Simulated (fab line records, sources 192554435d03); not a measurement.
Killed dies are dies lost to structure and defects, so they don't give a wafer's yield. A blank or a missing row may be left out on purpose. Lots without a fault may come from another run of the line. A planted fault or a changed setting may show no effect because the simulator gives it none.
Chamber matching | flow n5_finfet | N5_BEOL_M3_ALD_84 on ald_metal-01: 4 sister chambers
The step deposits TaN, pulse time 2 s, purge time 3 s, co reactant purge time 2 s. 8 wafers are shown with their chamber, then 9 later ones without.

WAFERS WITH THEIR CHAMBER
wafer  | chamber | heater_power_w (W) | precursor_vessel_temp_c (C)
L084.4 | 3       | 395                | 75.18
L084.5 | 2       | 461                | 74.95
L087.3 | 0       | 490                | 75.03
L087.5 | 2       | 461                | 74.91
L086.2 | 0       | 490                | 74.89
L088.1 | 1       | 464                | 75.07
L088.2 | 3       | 395                | 74.95
L088.5 | 1       | 447                | 75.21

WAFERS WITHOUT THEIR CHAMBER
wafer  | heater_power_w (W) | precursor_vessel_temp_c (C)
L090.1 | 449                | 74.93
L090.4 | 473                | 74.99
L090.6 | 466                | 74.96
L092.2 | 461                | 75.17
L092.3 | 482                | 74.88
L092.5 | 479                | 75.15
L097.1 | 409                | 74.98
L097.3 | 497                | 74.96
L097.6 | 486                | 74.89

WHICH CHAMBER EACH WENT THROUGH
wafer  | from the rows above          | in truth
L090.1 | can't be placed: 2 or 1      | 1
L090.4 | can't be placed: 2 or 0 or 1 | 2
L090.6 | can't be placed: 2 or 1      | 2
L092.2 | can't be placed: 1 or 2      | 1
L092.3 | 0                            | 0
L092.5 | can't be placed: 0 or 2 or 1 | 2
L097.1 | 3                            | 3
L097.3 | 0                            | 0
L097.6 | 0                            | 0
Placed correctly: 4 of 9. Can't be placed from these rows: 5 (the true chamber is among the candidates in 5). Placed wrongly: 0.
How it was worked out, from the rows above alone: a wafer's distance from a chamber is the root of the sum, over the readings, of the square of ((its reading less the chamber's mean) divided by the reading's scatter). The wafer belongs to the nearest chamber; if the next one is less than 2 further off, it can't be placed. A chamber's mean is the mean of its shown wafers. The scatter: the root of (the sum of the squares of (reading less its chamber's mean) over the shown wafers, divided by (wafers less chambers)).
